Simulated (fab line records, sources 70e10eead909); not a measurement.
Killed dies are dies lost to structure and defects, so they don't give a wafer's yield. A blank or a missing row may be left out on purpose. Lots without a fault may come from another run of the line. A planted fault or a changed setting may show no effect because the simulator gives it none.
A struck lot beside a sound one | flow nand_harc | 15 steps out of a route of 1302
Sound: wafers L941.2, L941.4, L941.5. Struck: wafers L933.1, L933.3, L933.5. The cause comes at the end.
At each step with rows: each side's tool, then ch and its chambers, then its first start. Under that, the readings that differ: sound wafers | struck wafers | difference of the means | sigmas: that difference in standard deviations of wafers without a fault.
alike: readings whose means differ by less than 2 such deviations, and words and numbers that are the same on both sides. not compared: withheld readings, readings that some wafer has no value for, bounds like >300 that may hide the same value, and numbers for which the record gives no deviation and whose values overlap.
The two part at a step that has a row with sigmas, a row that says differs or no value, or rows on one side only. Numbers that don't overlap but have no deviation are shown without sigmas and don't part them. A reading that every wafer of one side lacks parts them only if that side has two wafers or more.

first, 8 steps without rows for these wafers: NHARC_THIN_TSV_DEHYDRATE_25 (time 120 s); NHARC_THIN_TSV_HMDS_26 (time 30 s); NHARC_THIN_TSV_COAT_27; NHARC_THIN_TSV_SOFTBAKE_28 (time 95 s); NHARC_THIN_TSV_EBR_29; NHARC_THIN_TSV_EXPOSE_30 (exposes mask PAD); NHARC_THIN_TSV_PEB_31 (peb time 85 s); NHARC_THIN_TSV_DEVELOP_32 (time 70 s).
NHARC_THIN_TSV_CD_MEAS_33: target cd 5000 nm.
  sound on cd_sem-03 ch 0, day 30 16:21; struck on cd_sem-02 ch 0, day 28 01:41
  reading    | sound                | struck               | difference | sigmas
  cd_nm (nm) | 4999.5 4998.8 4997.8 | 5000.7 5003.0 5004.6 | +4.1       | +3
then, 1 step without rows for these wafers: NHARC_THIN_TSV_HARDBAKE_34 (time 80 s).
NHARC_THIN_TSV_DESCUM_35: chemistry O2, time 3 s.
  sound on rie_diel-10 ch 0,1, day 30 16:31; struck on rie_diel-05 ch 1,2,3, day 28 01:52
  alike: drypump_motor_current_A, oes_product_au, rf_vpp_V, showerhead_plenum_p_Torr, throttle_valve_pct
  not compared: rf_hours_counter_h
NHARC_THIN_TSV_ETCH_59: etches the open film in Cl2/BCl3, target depth 880 nm, time 138.1 s.
  sound on rie_metal-03 ch 0,1, day 30 16:38; struck on rie_metal-01 ch 1, day 28 01:59
  alike: bias_w, drypump_motor_current_A, oes_product_au, throttle_valve_pct
  not compared: rf_hours_counter_h
NHARC_THIN_TSV_ETCH_36: etches the open film in Cl2/BCl3, target depth 65 nm, time 18.571 s.
  sound on rie_metal-03 ch 0,1, day 30 16:55; struck on rie_metal-01 ch 0,1, day 28 02:14
  reading               | sound             | struck            | difference | sigmas
  oes_product_au (a.u.) | 0.993 0.982 0.997 | 0.845 0.853 0.847 | -0.142     | -16
  alike: drypump_motor_current_A
  not compared: rf_hours_counter_h
NHARC_THIN_TSV_STRIP_56: strips in O2.
  sound on plasma_asher-01 ch 0,1, day 30 17:00; struck on plasma_asher-01 ch 0,1, day 28 02:23
  alike: drypump_motor_current_A, heater_power_w
  not compared: rf_hours_counter_h
NHARC_END_SORT_01:
  the record has rows for the struck wafers here (prober-02 ch 0, day 28 10:50) and none for the sound ones

WHERE THEY PART
First at NHARC_THIN_TSV_CD_MEAS_33; last, within this record, at NHARC_END_SORT_01.

WHY: what the simulator had put in
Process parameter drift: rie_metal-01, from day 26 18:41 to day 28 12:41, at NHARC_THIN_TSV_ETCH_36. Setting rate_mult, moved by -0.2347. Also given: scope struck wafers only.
